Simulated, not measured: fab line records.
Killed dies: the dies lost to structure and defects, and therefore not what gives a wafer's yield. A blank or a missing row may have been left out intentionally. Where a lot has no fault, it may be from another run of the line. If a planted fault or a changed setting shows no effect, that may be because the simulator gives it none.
Which tool was responsible? ; flow n5Finfet ; Sampling: 12 lots, 34 wafers, 2 of 1938 route steps

WHAT THE GAUGES SHOWED, per wafer
N5_DUMMY_GATE_OVL_MEAS_16. Usual: GATE_OVL typically reads 0.2 nm, with standard deviation 0.71.
lot;measured;on;GATE_OVL (nm);flag
L933;day 2 21:22;overlay-01;1.1 0.9 0.3;
L935;day 3 11:28;overlay-02;0.6 0.3 -0.4;
L940;day 4 16:43;overlay-02;-0.3 1.1;
L945;day 6 01:09;overlay-01;-0.9 -0.9 0.7;
L948;day 6 17:04;overlay-02;-0.2 -0.3 0.4;
L949;day 6 22:45;overlay-02;0.9 1.5;
L951;day 7 11:07;overlay-01;1.3 1.7 0.3;
L952;day 7 15:59;overlay-01;0.4 -0.3 -0.7;
L953;day 7 21:41;overlay-01;0.2 -0.8 1.0;
L954;day 8 05:02;overlay-02;0.7 0.3 0.1;
L955;day 8 09:23;overlay-02;1.1 1.3 0.3;
L956;day 8 15:55;overlay-01;-1.4 -0.5 -1.7;

EACH LOT AND THE TOOL THAT RAN IT (in order: tool; ch and the chambers of the sampled wafers; start)
lot;N5_STI_FIN_REVEAL_ETCHBACK_08
L933;rieDiel-02 ch 0,2,3, day 2 09:45
L935;rieDiel-03 ch 0,2,3, day 2 23:46
L940;rieDiel-03 ch 1,3, day 4 04:42
L945;rieDiel-02 ch 0,2,3, day 5 13:14
L948;rieDiel-06 ch 0,1,2, day 6 05:16
L949;rieDiel-02 ch 1,2, day 6 10:37
L951;rieDiel-02 ch 1,2, day 6 23:01
L952;rieDiel-03 ch 0,2,3, day 7 04:14
L953;rieDiel-02 ch 0,2, day 7 09:59
L954;rieDiel-03 ch 0,2,3, day 7 17:19
L955;rieDiel-06 ch 1,2,3, day 7 21:43
L956;rieDiel-06 ch 1,2,3, day 8 04:20
- N5_STI_FIN_REVEAL_ETCHBACK_08: etches SiO2 in C4F6/O2, target depth 30.5 nm, time 10.167 s.

AS READ BY THE TOOLS THEMSELVES (means over the sampled wafers that have a number; for cases with no such wafer, the mark the record gives instead)
N5_STI_FIN_REVEAL_ETCHBACK_08. Usual: C4F6_flow_sccm 9.995 sccm, standard deviation 0.027; drypumpMotorCurrentA 5.55 A, standard deviation 0.3; oesProductAu 0.79 a.u., standard deviation 0.084; rfVppV 666 V, standard deviation 22; showerheadPlenumPTorr 2.82 Torr, standard deviation 0.081; throttleValvePct 21.14 %, standard deviation 0.28.
lot;tool;C4F6_flow_sccm (sccm);drypumpMotorCurrentA (A);oesProductAu (a.u.);rfVppV (V);showerheadPlenumPTorr (Torr);throttleValvePct (%);flag
L933;rieDiel-02;10.003;5.71;0.74;653;2.78;21.23;
L935;rieDiel-03;9.998;5.59;0.83;674;2.90;20.96;
L940;rieDiel-03;9.994;5.57;0.80;666;2.79;20.89;
L945;rieDiel-02;9.964;5.72;0.71;653;2.77;21.28;
L948;rieDiel-06;9.997;5.67;0.90;659;2.85;20.96;
L949;rieDiel-02;9.999;5.48;0.76;672;2.79;21.52;
L951;rieDiel-02;9.970;5.38;0.75;677;2.78;21.62;
L952;rieDiel-03;9.986;5.58;0.79;673;2.89;21.01;
L953;rieDiel-02;10.000;5.69;0.71;642;2.76;21.23;
L954;rieDiel-03;9.991;5.59;0.77;674;2.88;21.03;
L955;rieDiel-06;9.976;5.63;0.82;649;2.83;21.17;
L956;rieDiel-06;10.001;5.62;0.81;649;2.83;21.18;

THE ANSWER, worked out from the rows above alone
Rule: take the mean of a lot's wafers that have a number; if it is more than 3 standard deviations from the usual mean, the lot is off. Also off: a lot with no number at a reading for which 4 or more lots have one. The other lots that the step has rows for count as sound. First the gauges in route order, then the tools' own readings, where a lot's mean is used as printed above. The first step at which some lot is off is used, and at that step the reading that is off furthest; a lot without a number counts as furthest.
None of the lots is off at any reading shown; this tells nothing.

WHAT HAD BEEN PUT IN BY THE SIMULATOR
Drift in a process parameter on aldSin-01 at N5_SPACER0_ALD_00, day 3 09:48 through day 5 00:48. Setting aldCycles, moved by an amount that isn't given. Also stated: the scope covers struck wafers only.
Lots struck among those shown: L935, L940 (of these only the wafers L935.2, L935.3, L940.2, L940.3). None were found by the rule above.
